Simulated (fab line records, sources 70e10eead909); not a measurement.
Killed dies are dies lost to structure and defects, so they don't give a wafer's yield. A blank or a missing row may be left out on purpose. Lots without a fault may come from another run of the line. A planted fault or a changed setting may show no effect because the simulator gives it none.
Which tool did it? | flow nand_harc | 12 lots, 36 wafers sampled, at 1 step of a route of 1302

WHAT THE GAUGES READ, wafer by wafer
NHARC_P_M2_CD_MEAS_16.
lot  | measured     | on        | cd_nm (nm)
L075 | day 6 18:31  | cd_sem-03 | 170.4 169.8 170.6
L077 | day 7 12:08  | cd_sem-02 | 170.5 169.4 170.6
L079 | day 8 14:12  | cd_sem-02 | 171.7 171.3 169.8
L080 | day 9 09:51  | cd_sem-02 | 170.1 170.7 169.7
L083 | day 10 06:36 | cd_sem-03 | 169.9 169.4 170.4
L085 | day 10 22:51 | cd_sem-02 | 170.1 171.5 169.6
L088 | day 12 10:09 | cd_sem-03 | 170.4 169.1 169.0
L089 | day 12 17:50 | cd_sem-02 | 170.1 170.1 170.3
L091 | day 13 20:03 | cd_sem-01 | 169.8 169.6 169.5
L093 | day 14 08:14 | cd_sem-02 | 170.4 169.8 170.5
L095 | day 15 01:17 | cd_sem-02 | 168.3 170.0 168.9
L097 | day 16 03:14 | cd_sem-03 | 169.9 170.2 170.8

WHICH TOOL RAN EACH LOT (tool, then ch and the chambers of the sampled wafers, then the start)
The record holds no process step before these readings.

THE ANSWER, worked out from the rows above alone
Rule: what is usual is taken from the lots themselves. Put in order of their means at a reading, lots are off if they are a third of the lots or fewer, leave a main group of 4 or more, and stand apart from it by a gap of 3 or more times the standard deviation of the main group's means; of several such gaps the widest counts. A main group whose means are all the same, to the digits that the tables above print for the reading, isn't used. A lot without any number at a reading at which 4 lots or more have one is off too. The other lots that the step has rows for count as sound.
No lot is off at any reading shown: from this, nothing can be told.

WHAT THE SIMULATOR HAD PUT IN
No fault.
